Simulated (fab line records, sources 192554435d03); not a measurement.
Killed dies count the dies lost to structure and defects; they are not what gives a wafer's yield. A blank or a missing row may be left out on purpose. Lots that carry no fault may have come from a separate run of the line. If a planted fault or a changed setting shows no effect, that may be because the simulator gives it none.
8D (eight disciplines) problem report, filled in by code	flow n5_finfet	the parts of the form that need people (team, actions taken, sign-off) are left out

## 1. THE PROBLEM
Mean M13_ILD_THK at N5_BEOL_M13_THK_MEAS_01: 694 nm over 2 wafers in 2 lots; fault-free wafers: 834 nm, standard deviation 10. That is -14 standard deviations from the usual mean.
First observed at day 15 19:49: wafer L272.4, on film_metro-02. The record has a number at this step for 42 wafers belonging to 14 lots. The rule behind "out" and "out of limits": a value lying over 4 standard deviations away from the usual mean. The other wafers with a number count as sound.

## 2. WHAT IT IS, AND WHAT IT ISN'T
question	is	is not
which readings at this step	M13_ILD_THK	-
which lots	L266, L272	L264, L265, L267, L268, L273, L277, L279, L280, L281, L282, L284, L285
which wafers of those lots	L266.3, L272.4	L266.4, L266.6, L272.1, L272.3
read on which gauges	film_metro-02	film_metro-01
when	from day 15 19:49	up to then (14 sound wafers); but 26 sound wafers of L266, L273, L277, L279, L280, L281, L282, L284, L285 came after

## 3. SUSPECTS, AND WHAT RULES EACH OUT
Counting: if a tool at a process step up to the reading ran every lot that is out, it stays a suspect. Sound lots after the first of them don't rule it out here, since some wafers of a struck lot are sound.
- the gauge at N5_BEOL_M13_THK_MEAS_01 is ruled out. All the wafers that are out were read on film_metro-02, but those of them that N5_BEOL_M13_OCD_MEAS_35 has rows for are out there too, on other tools.
- pecvd-03 at N5_BEOL_M13_ILD_DEP_00 (deposits SiOC from DEMS/O2, target thk 837.92 nm, time 166.4 s): kept. Every lot that is out went through it, the first being L272 (day 15 19:40); the last sound lot it ran before that was L267 (day 14 04:55).
- Within pecvd-03 at N5_BEOL_M13_ILD_DEP_00: the wafers that are out ran in chamber 1; their sound lot-mates ran in chambers 0, 2.
After counting, what remains is pecvd-03 at N5_BEOL_M13_ILD_DEP_00.

## 4. THE CAUSE (what the simulator had put in)
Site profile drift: pecvd-03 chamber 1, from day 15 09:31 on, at N5_BEOL_M13_ILD_DEP_00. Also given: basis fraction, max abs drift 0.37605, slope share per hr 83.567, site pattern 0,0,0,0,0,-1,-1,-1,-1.
After counting, this tool was the only one left.

## 5. THE EFFECT CHAIN, in route order
One row per reading whose mean, taken over the struck wafers that have a number, lies over 3 standard deviations from the usual. Readings are gone through only where the record gives a usual standard deviation; hours: the median, over the lots, of the time from a lot's start at the first step in this table giving one to that lot's start at this step; sigmas: the change measured in usual standard deviations.
hours	step	reading	usual	on struck wafers	change	sigmas
0	N5_BEOL_M13_THK_MEAS_01	M13_ILD_THK	834 nm	694	-140	-14
2	N5_BEOL_M13_OCD_MEAS_35	trench_depth_nm	413 nm	248	-166	-17

## 6. HOW IT WOULD HAVE BEEN CAUGHT EARLIER
The first out-of-limits reading at a measuring or inspecting step in this record came at day 15 19:49, 10 hours after the fault's start at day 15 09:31.
Of the tool readings at N5_BEOL_M13_ILD_DEP_00 for which the record gives a usual standard deviation, none was out on any struck wafer, so an alarm limit of 4 standard deviations on them would not have fired.
Among the 2 lots that are out, L266 began N5_BEOL_M13_ILD_DEP_00 on pecvd-03 after day 15 19:49. A hold on the tool at that time would have spared it.
